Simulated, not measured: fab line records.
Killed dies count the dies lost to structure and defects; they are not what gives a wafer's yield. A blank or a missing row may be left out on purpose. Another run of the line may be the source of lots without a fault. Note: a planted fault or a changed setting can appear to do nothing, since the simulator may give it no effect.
Matching of chambers + flow n5Finfet + 4 sister chambers for N5_BEOL_M3_ETCHBACK_99 on rieDiel-01
The step etches SiO2 in CHF3, target depth 5 nm, time 10.4 s. 27 wafers are shown with their chamber, then 12 later ones without.

WAFERS, EACH WITH ITS CHAMBER
| wafer  | chamber | drypumpMotorCurrentA (A) | throttleValvePct (%) | rfVppV (V) |
|--------|---------|--------------------------|----------------------|------------|
| L075.2 | 3       | 6.6                      | 17.34                | 260        |
| L075.4 | 1       | 6.6                      | 16.84                | 225        |
| L075.6 | 3       | 6.6                      | 17.33                | 260        |
| L076.1 | 1       | 6.6                      | 16.85                | 225        |
| L076.4 | 3       | 6.6                      | 17.34                | 260        |
| L076.5 | 2       | 5.7                      | 17.50                | 256        |
| L077.1 | 2       | 5.7                      | 17.50                | 255        |
| L077.4 | 0       | 5.6                      | 16.76                | 242        |
| L077.6 | 1       | 6.6                      | 16.87                | 225        |
| L081.1 | 0       | 5.6                      | 16.78                | 242        |
| L081.2 | 3       | 6.6                      | 17.35                | 260        |
| L081.5 | 2       | 5.7                      | 17.50                | 254        |
| L083.2 | 0       | 5.6                      | 16.78                | 241        |
| L083.4 | 3       | 6.6                      | 17.36                | 260        |
| L083.6 | 0       | 5.6                      | 16.77                | 241        |
| L082.3 | 0       | 5.6                      | 16.78                | 242        |
| L082.4 | 3       | 6.6                      | 17.36                | 261        |
| L082.6 | 1       | 6.6                      | 16.86                | 224        |
| L084.2 | 1       | 6.6                      | 16.88                | 224        |
| L084.3 | 0       | 5.6                      | 16.77                | 243        |
| L084.4 | 3       | 6.6                      | 17.36                | 260        |
| L086.2 | 1       | 6.6                      | 16.88                | 225        |
| L086.3 | 0       | 5.6                      | 16.78                | 241        |
| L086.5 | 3       | 6.6                      | 17.37                | 260        |
| L089.1 | 1       | 6.6                      | 16.89                | 224        |
| L089.5 | 1       | 6.6                      | 16.90                | 224        |
| L089.6 | 0       | 5.5                      | 16.80                | 243        |

SIGNATURES (averages over the wafers above)
| reading              | chamber 0 | chamber 1 | chamber 2 | chamber 3 | scatter within a chamber |
|----------------------|-----------|-----------|-----------|-----------|--------------------------|
| drypumpMotorCurrentA | 5.587     | 6.600     | 5.700     | 6.600     | 0.0195                   |
| throttleValvePct     | 16.7775   | 16.8712   | 17.5000   | 17.3513   | 0.0149                   |
| rfVppV               | 241.88    | 224.50    | 255.00    | 260.12    | 0.651                    |
Rule: a wafer lies at a distance from a chamber equal to the root of the sum of squares, over the readings, of (its reading less the chamber's mean, divided by the reading's scatter). If the next closest chamber is less than 2 further off than the closest, the wafer can't be placed; otherwise it belongs to the closest. How the scatter is found: for the shown wafers, subtract from each reading the mean of its chamber, square and add these, divide the total by (wafers less chambers), then take the root.

WAFERS WITH NO CHAMBER GIVEN
| wafer  | drypumpMotorCurrentA (A) | throttleValvePct (%) | rfVppV (V) |
|--------|--------------------------|----------------------|------------|
| L090.3 | 6.7                      | 17.38                | 261        |
| L090.4 | 6.6                      | 16.91                | 224        |
| L090.6 | 6.6                      | 17.40                | 259        |
| L091.1 | 6.6                      | 17.38                | 259        |
| L091.5 | 6.6                      | 17.41                | 262        |
| L091.6 | 5.6                      | 16.80                | 241        |
| L094.2 | 5.7                      | 17.06                | 254        |
| L094.4 | 5.5                      | 16.84                | 243        |
| L094.5 | 6.6                      | 17.40                | 260        |
| L097.1 | 6.6                      | 16.52                | 228        |
| L097.5 | 6.6                      | 16.52                | 229        |
| L097.6 | 5.7                      | 17.05                | 255        |

EACH ONE'S CHAMBER
| wafer  | from the rows above | in truth                   |
|--------|---------------------|----------------------------|
| L090.3 | 3                   | 3                          |
| L090.4 | 1                   | 1                          |
| L090.6 | 3                   | 3                          |
| L091.1 | 3                   | 3                          |
| L091.5 | 3                   | 3                          |
| L091.6 | 0                   | 0                          |
| L094.2 | 0                   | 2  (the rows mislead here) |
| L094.4 | 0                   | 0                          |
| L094.5 | 3                   | 3                          |
| L097.1 | 1                   | 1                          |
| L097.5 | 1                   | 1                          |
| L097.6 | 0                   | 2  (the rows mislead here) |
Correct placement for 10 of the 12. Number that these rows cannot place: 0. Placed wrongly: 2.
